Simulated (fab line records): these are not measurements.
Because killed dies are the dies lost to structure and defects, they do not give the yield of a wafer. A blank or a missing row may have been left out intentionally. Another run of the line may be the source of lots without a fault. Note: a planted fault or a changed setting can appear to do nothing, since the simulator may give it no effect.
Chamber matching | flow nand harc | pecvd-04 running NHARC_P_M2_DEP_33: 3 sister chambers
The step deposits SiCN, target thk 30 nm. 3 wafers are shown with their chamber, then 8 later ones without.

== EACH WAFER AND ITS CHAMBER ==
wafer  | chamber | heater power w (W)
L389.3 | 2       | 567
L389.5 | 1       | 498
L390.2 | 0       | 517

== WAFERS WHOSE CHAMBER IS MISSING ==
wafer  | heater power w (W)
L390.4 | 534
L390.5 | 563
L392.2 | 557
L392.5 | 552
L392.6 | 453
L399.1 | 577
L399.2 | 557
L399.6 | 511

== CHAMBER TAKEN BY EACH ==
wafer  | from the rows above          | in truth
L390.4 | can't be placed: 0 or 2 or 1 | 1
L390.5 | 2                            | 2
L392.2 | can't be placed: 2 or 0      | 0
L392.5 | can't be placed: 2 or 0      | 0
L392.6 | can't be placed: 1 or 0      | 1
L399.1 | 2                            | 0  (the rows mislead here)
L399.2 | can't be placed: 2 or 0      | 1
L399.6 | can't be placed: 0 or 1      | 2
1 of 8 placed correctly. Cannot be placed on the basis of these rows: 6; the candidates contain the true chamber in 4. 1 placed wrongly.
How it was worked out, from the rows above alone: a wafer's distance from a chamber is the root of the sum, over the readings, of the square of ((its reading less the chamber's mean) divided by the reading's scatter). The wafer belongs to the nearest chamber; if the next one is less than 2 further off, it can't be placed. For every chamber, the mean is computed from those of its wafers that are shown. The scatter: root of mean squared gap, hidden wafer to nearest shown wafer, with one shown wafer a chamber.
